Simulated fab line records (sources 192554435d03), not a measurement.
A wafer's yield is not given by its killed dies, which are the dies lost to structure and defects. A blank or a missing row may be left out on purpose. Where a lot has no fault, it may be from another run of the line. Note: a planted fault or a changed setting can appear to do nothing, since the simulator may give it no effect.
Split-lot trial + flow n5 finfet + 23 wafers read across 5 lots, on a route 1938 steps long

== SPLIT DETAILS ==
At N5_BEOL_M6_EXPOSE_25 (exposes mask V5, target cd 40 nm), the setting dose mj was moved away from the recipe's 45 on 5 of the 23 wafers read, by +4.0% to +4.7%. All remaining wafers had this setting at the recipe value.

== FROM THE SPLIT TO THE READING: what the file shows between them, 5 steps ==
- N5_BEOL_M6_PEB_26: peb time 60 s
- N5_BEOL_M6_DEVELOP_27: develop time 30 s
- N5_BEOL_M6_DESCUM_33: chemistry O2, time 7 s
- N5_BEOL_M6_ETCH_72: etches underlayer in N2/H2, target depth 6.5 nm, time 5.2 s
- N5_BEOL_M6_ETCH_65: etches SiARC in CF4, target depth 15.6 nm, time 26 s

== THE READING ==
BEOL_M6.cd nm (the simulator's own value, which no gauge read), in nm, at N5_BEOL_M6_ETCH_66 (etches SOC in N2/H2, target depth 80 nm, overetch 16 nm, time 120 s). No usual value for it is given in the file. Across the 18 wafers here that went through the recipe, the average is 40.1 nm and the standard deviation 0.25 nm.

| wafer  | tool, chamber at the split | dose mj as run | against the recipe | BEOL_M6.cd nm, nm | against lot-mates on the recipe |
|--------|----------------------------|----------------|--------------------|-------------------|---------------------------------|
| L079.1 | euv scanner-01, 0          | 45             | recipe             | 40                | -                               |
| L079.2 | euv scanner-01, 0          | 45             | recipe             | 40.4              | -                               |
| L079.5 | euv scanner-01, 0          | 45             | recipe             | 40.4              | -                               |
| L079.4 | euv scanner-01, 0          | 45             | recipe             | 40.6              | -                               |
| L079.6 | euv scanner-01, 0          | 45             | recipe             | 40.2              | -                               |
| L078.2 | euv scanner-01, 0          | 45             | recipe             | 39.8              | -                               |
| L078.5 | euv scanner-01, 0          | 45             | recipe             | 39.8              | -                               |
| L078.3 | euv scanner-01, 0          | 45             | recipe             | 40                | -                               |
| L078.4 | euv scanner-01, 0          | 45             | recipe             | 39.6              | -                               |
| L078.6 | euv scanner-01, 0          | 45             | recipe             | 40.2              | -                               |
| L080.1 | euv scanner-02, 0          | 47.12          | +4.7%              | 41.4              | +1.1                            |
| L080.3 | euv scanner-02, 0          | 47.12          | +4.7%              | 41.4              | +1.1                            |
| L080.2 | euv scanner-02, 0          | 45             | recipe             | 40.2              | -                               |
| L080.4 | euv scanner-02, 0          | 45             | recipe             | 40.2              | -                               |
| L080.5 | euv scanner-02, 0          | 45             | recipe             | 40.4              | -                               |
| L082.1 | euv scanner-01, 0          | 45             | recipe             | 40.2              | -                               |
| L082.4 | euv scanner-01, 0          | 45             | recipe             | 40.2              | -                               |
| L082.6 | euv scanner-01, 0          | 45             | recipe             | 40                | -                               |
| L091.2 | euv scanner-02, 0          | 46.79          | +4.0%              | 41.2              | +1.0                            |
| L091.3 | euv scanner-02, 0          | 46.79          | +4.0%              | 40.8              | +0.6                            |
| L091.4 | euv scanner-02, 0          | 46.79          | +4.0%              | 41                | +0.8                            |
| L091.5 | euv scanner-02, 0          | 45             | recipe             | 40.4              | -                               |
| L091.6 | euv scanner-02, 0          | 45             | recipe             | 40                | -                               |

FIT RESULTS
A straight line over all 23 wafers: BEOL_M6.cd nm changes by +0.241 nm for each +1% of dose mj; r = +0.88; the points scatter about the line by 0.24 nm.
The same after taking each lot's own level away (the mean of its wafers on the recipe; 23 wafers): +0.221 nm for each +1%; r = +0.92; scatter 0.18 nm.
According to that fit, moving dose mj by its largest amount changes the reading by 1 nm.
The span of the lots' own levels, 39.88 to 40.32 nm, comes to 1.8 times the standard deviation stated above.
Consequently the slope shifts little with the lot-to-lot level, the two slopes agreeing.
Check: with one of the wafers moved furthest among these (+4.7%) left out of the fit, the line predicts +1.01 nm for it against its lot-mates. It came out at +1.13 nm against them.

== OTHER SPLITS APPLIED TO THESE WAFERS ==
Other splits were also applied to these wafers ahead of the reading. Each is held against what the fit with the lots' levels taken away leaves over:
| other split on the same wafers   | wafers away from the commonest value | r with BEOL_M6.cd nm (lot level and that fit taken away) |
|----------------------------------|--------------------------------------|----------------------------------------------------------|
| N5_BEOL_M5_TRENCH_ETCH_37 time s | 10                                   | +0.02                                                    |

== THE WHOLE CHAIN: every reading that the file lists as answering this split, in the file's order ==
| step                 | what it does                                                        | reading                                                        | change (the file's fit)               | r (the file's) |
|----------------------|---------------------------------------------------------------------|----------------------------------------------------------------|---------------------------------------|----------------|
| N5_BEOL_M6_DESCUM_33 | chemistry O2, time 7 s                                              | BEOL_M6.cd nm (the simulator's own value, which no gauge read) | +0.254 nm for each +1% of the setting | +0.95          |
| N5_BEOL_M6_ETCH_72   | etches underlayer in N2/H2, target depth 6.5 nm, time 5.2 s         | BEOL_M6.cd nm (the simulator's own value, which no gauge read) | +0.269 nm for each +1% of the setting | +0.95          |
| N5_BEOL_M6_ETCH_65   | etches SiARC in CF4, target depth 15.6 nm, time 26 s                | BEOL_M6.cd nm (the simulator's own value, which no gauge read) | +0.262 nm for each +1% of the setting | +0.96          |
| N5_BEOL_M6_ETCH_66   | etches SOC in N2/H2, target depth 80 nm, overetch 16 nm, time 120 s | BEOL_M6.cd nm (the simulator's own value, which no gauge read) | +0.224 nm for each +1% of the setting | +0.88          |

== THE FILE'S OWN FIT ==
BEOL_M6.cd nm changes by +0.224 nm for each +1% of dose mj, r = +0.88.
